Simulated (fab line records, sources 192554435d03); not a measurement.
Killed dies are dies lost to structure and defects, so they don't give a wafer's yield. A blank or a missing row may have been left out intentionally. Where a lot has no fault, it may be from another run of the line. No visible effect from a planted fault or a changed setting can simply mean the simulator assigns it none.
Split-lot experiment	flow n5_finfet	21 wafers read across 7 lots, on a route 1938 steps long

== ABOUT THE SPLIT ==
At N5_PASSIVATION_PECVD_01 (deposits SiNx from SiH4/NH3/N2, target thk 200 nm, time 43.2 s), the setting time_s was moved away from the recipe's 43.2 s on 8 of the 21 wafers read, by +10.2% to +14.2%. This setting was run at the recipe's value on the other wafers.

The split's own step is where the reading is taken.

== THE READING ==
SiNx_of_PASSIVATION_PECVD_01.thk_nm (the simulator's own value, which no gauge read), in nm, at N5_PASSIVATION_PECVD_01 (deposits SiNx from SiH4/NH3/N2, target thk 200 nm, time 43.2 s). No usual value for it is given in the file. Across the 13 wafers here that went through the recipe, the average is 200.6 nm and the standard deviation 2.3 nm.

wafer	tool, chamber at the split	time_s as run, s	against the recipe	SiNx_of_PASSIVATION_PECVD_01.thk_nm, nm	against lot-mates on the recipe
L075.1	pecvd-04, 0	43.2	recipe	199.4	-
L075.2	pecvd-04, 2	43.2	recipe	198.6	-
L075.5	pecvd-04, 2	47.61	+10.2%	225	+26.0
L081.1	pecvd-03, 1	43.2	recipe	199.4	-
L081.2	pecvd-03, 0	43.2	recipe	199.6	-
L081.5	pecvd-03, 1	43.2	recipe	202.8	-
L084.1	pecvd-03, 2	43.2	recipe	196.8	-
L084.3	pecvd-03, 0	43.2	recipe	198.4	-
L084.6	pecvd-03, 1	43.2	recipe	202.6	-
L089.3	pecvd-03, 0	48.88	+13.1%	225.6	+22.1
L089.5	pecvd-03, 2	43.2	recipe	200.8	-
L089.6	pecvd-03, 1	43.2	recipe	206.2	-
L092.3	pecvd-03, 0	48.67	+12.7%	224.6	+23.8
L092.4	pecvd-03, 1	43.2	recipe	200.8	-
L092.5	pecvd-03, 2	48.67	+12.7%	222.2	+21.4
L094.1	pecvd-03, 1	48.51	+12.3%	221.8	+22.0
L094.3	pecvd-03, 0	43.2	recipe	199.8	-
L094.6	pecvd-03, 2	48.51	+12.3%	222.6	+22.8
L096.1	pecvd-04, 0	49.34	+14.2%	227.8	+25.4
L096.3	pecvd-04, 2	49.34	+14.2%	228	+25.6
L096.6	pecvd-04, 0	43.2	recipe	202.4	-

THE FIT
A straight line over all 21 wafers: SiNx_of_PASSIVATION_PECVD_01.thk_nm changes by +1.88 nm for each +1% of time_s; r = +0.98; the points scatter about the line by 2.4 nm.
The same after taking each lot's own level away (the mean of its wafers on the recipe; 21 wafers): +1.83 nm for each +1%; r = +0.98; scatter 2.3 nm.
That fit puts the effect of the largest move of time_s on the reading at 26 nm.
The lots' own levels span 199.00 to 203.50 nm, that is 1.9 times the standard deviation above.
Consequently the slope shifts little with the lot-to-lot level, the two slopes agreeing.
Check: for one of the wafers moved furthest among these (+14.2%), held out of the fit, the line's prediction against its lot-mates is +26.3 nm. Against them it came out at +25.4 nm.

== THESE WAFERS: OTHER SPLITS ==
Note: prior to the reading, these wafers also went through further splits. Each is held against what the fit with the lots' levels taken away leaves over:
other split on the same wafers	wafers away from the commonest value	r with SiNx_of_PASSIVATION_PECVD_01.thk_nm (lot level and that fit taken away)
N5_MIM_BOT_ETCH_ETCH_04 time_s	3	-0.19

== FILE'S OWN FIT ==
SiNx_of_PASSIVATION_PECVD_01.thk_nm changes by +1.87 nm for each +1% of time_s, r = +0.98.
